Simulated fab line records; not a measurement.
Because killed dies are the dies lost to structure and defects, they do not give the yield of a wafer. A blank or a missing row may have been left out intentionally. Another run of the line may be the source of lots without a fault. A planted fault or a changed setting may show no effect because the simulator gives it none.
Split-lot study / flow n5-finfet / on a route of 1938 steps: 7 lots, 21 wafers read

## ON THE SPLIT
At N5_SD_EPI_P_ETCH_16 (etches SiO2 in CHF3/O2, target depth 5 nm), the setting target-depth-a was moved away from the recipe's 50 angstrom on 10 of the 21 wafers read, by -11.7% to +10.9%. This setting was run at the recipe's value on the other wafers.

The reading comes from the split's own step.

## THE READING
etch.depth-nm (the simulator's own value, which no gauge read), in nm, at N5_SD_EPI_P_ETCH_16 (etches SiO2 in CHF3/O2, target depth 5 nm). There is no usual value for it anywhere in the file. Across the 11 wafers here that went through the recipe, the average is 4.985 nm and the standard deviation 0.089 nm.

wafer=L080.1; tool, chamber at the split=rie-diel-06, 1; target-depth-a as run, angstrom=50; against the recipe=recipe; etch.depth-nm, nm=5.077; against lot-mates on the recipe=-
wafer=L080.2; tool, chamber at the split=rie-diel-06, 2; target-depth-a as run, angstrom=50; against the recipe=recipe; etch.depth-nm, nm=4.955; against lot-mates on the recipe=-
wafer=L080.6; tool, chamber at the split=rie-diel-06, 2; target-depth-a as run, angstrom=53.45; against the recipe=+6.9%; etch.depth-nm, nm=5.34; against lot-mates on the recipe=+0.324
wafer=L081.2; tool, chamber at the split=rie-diel-06, 1; target-depth-a as run, angstrom=50; against the recipe=recipe; etch.depth-nm, nm=5.118; against lot-mates on the recipe=-
wafer=L081.5; tool, chamber at the split=rie-diel-06, 1; target-depth-a as run, angstrom=50; against the recipe=recipe; etch.depth-nm, nm=5.079; against lot-mates on the recipe=-
wafer=L081.6; tool, chamber at the split=rie-diel-06, 2; target-depth-a as run, angstrom=46.61; against the recipe=-6.8%; etch.depth-nm, nm=4.661; against lot-mates on the recipe=-0.438
wafer=L083.1; tool, chamber at the split=rie-diel-05, 1; target-depth-a as run, angstrom=55.43; against the recipe=+10.9%; etch.depth-nm, nm=5.619; against lot-mates on the recipe=+0.615
wafer=L083.2; tool, chamber at the split=rie-diel-05, 0; target-depth-a as run, angstrom=50; against the recipe=recipe; etch.depth-nm, nm=5.004; against lot-mates on the recipe=-
wafer=L083.6; tool, chamber at the split=rie-diel-05, 1; target-depth-a as run, angstrom=55.43; against the recipe=+10.9%; etch.depth-nm, nm=5.596; against lot-mates on the recipe=+0.592
wafer=L087.2; tool, chamber at the split=rie-diel-05, 1; target-depth-a as run, angstrom=50; against the recipe=recipe; etch.depth-nm, nm=5.038; against lot-mates on the recipe=-
wafer=L087.5; tool, chamber at the split=rie-diel-05, 0; target-depth-a as run, angstrom=50; against the recipe=recipe; etch.depth-nm, nm=4.968; against lot-mates on the recipe=-
wafer=L087.6; tool, chamber at the split=rie-diel-05, 3; target-depth-a as run, angstrom=50; against the recipe=recipe; etch.depth-nm, nm=4.981; against lot-mates on the recipe=-
wafer=L089.1; tool, chamber at the split=rie-diel-05, 2; target-depth-a as run, angstrom=54.9; against the recipe=+9.8%; etch.depth-nm, nm=5.552; against lot-mates on the recipe=+0.605
wafer=L089.3; tool, chamber at the split=rie-diel-05, 1; target-depth-a as run, angstrom=54.9; against the recipe=+9.8%; etch.depth-nm, nm=5.497; against lot-mates on the recipe=+0.550
wafer=L089.4; tool, chamber at the split=rie-diel-05, 0; target-depth-a as run, angstrom=50; against the recipe=recipe; etch.depth-nm, nm=4.947; against lot-mates on the recipe=-
wafer=L092.1; tool, chamber at the split=rie-diel-05, 3; target-depth-a as run, angstrom=44.16; against the recipe=-11.7%; etch.depth-nm, nm=4.397; against lot-mates on the recipe=no lot-mate on the recipe
wafer=L092.3; tool, chamber at the split=rie-diel-05, 0; target-depth-a as run, angstrom=44.16; against the recipe=-11.7%; etch.depth-nm, nm=4.403; against lot-mates on the recipe=no lot-mate on the recipe
wafer=L092.5; tool, chamber at the split=rie-diel-05, 2; target-depth-a as run, angstrom=44.16; against the recipe=-11.7%; etch.depth-nm, nm=4.47; against lot-mates on the recipe=no lot-mate on the recipe
wafer=L096.1; tool, chamber at the split=rie-diel-06, 1; target-depth-a as run, angstrom=54.57; against the recipe=+9.1%; etch.depth-nm, nm=5.521; against lot-mates on the recipe=+0.685
wafer=L096.3; tool, chamber at the split=rie-diel-06, 3; target-depth-a as run, angstrom=50; against the recipe=recipe; etch.depth-nm, nm=4.808; against lot-mates on the recipe=-
wafer=L096.6; tool, chamber at the split=rie-diel-06, 2; target-depth-a as run, angstrom=50; against the recipe=recipe; etch.depth-nm, nm=4.864; against lot-mates on the recipe=-

FIT RESULTS
A straight line over all 21 wafers: etch.depth-nm changes by +0.0523 nm for each +1% of target-depth-a; r = +0.98; the points scatter about the line by 0.074 nm.
The same after taking each lot's own level away (the mean of its wafers on the recipe; 18 wafers): +0.0597 nm for each +1%; r = +0.99; scatter 0.054 nm.
According to that fit, moving target-depth-a by its largest amount changes the reading by 0.7 nm.
From 4.8360 to 5.0985 nm: that is the span of the lots' own levels, equal to 3.0 times the standard deviation above.
In other words, the slope is changed by the lot-to-lot level; the two fits disagree.
Check: +0.651 nm against its lot-mates is what the line predicts for one of the wafers moved furthest among these (+10.9%) when that wafer is left out of the fit. Against them it came out at +0.615 nm.

## THESE WAFERS: OTHER SPLITS
Other splits were also applied to these wafers ahead of the reading. Each is held against what the fit with the lots' levels taken away leaves over:
other split on the same wafers=N5_WELL_APT_COAT_02 spin-rpm; wafers away from the commonest value=9; r with etch.depth-nm (lot level and that fit taken away)=-0.10
other split on the same wafers=N5_FIN_SAQP_PECVD_06 time-s; wafers away from the commonest value=6; r with etch.depth-nm (lot level and that fit taken away)=-0.17
other split on the same wafers=N5_FIN_SAQP_DEVELOP_15 develop-time-s; wafers away from the commonest value=4; r with etch.depth-nm (lot level and that fit taken away)=+0.00
other split on the same wafers=N5_SD_EPI_N_COAT_33 spin-rpm; wafers away from the commonest value=10; r with etch.depth-nm (lot level and that fit taken away)=-0.15
other split on the same wafers=N5_SD_EPI_N_EXPOSE_06 dose-mj; wafers away from the commonest value=6; r with etch.depth-nm (lot level and that fit taken away)=-0.20

## FILE'S OWN FIT
etch.depth-nm changes by +0.0605 nm for each +1% of target-depth-a, r = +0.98.
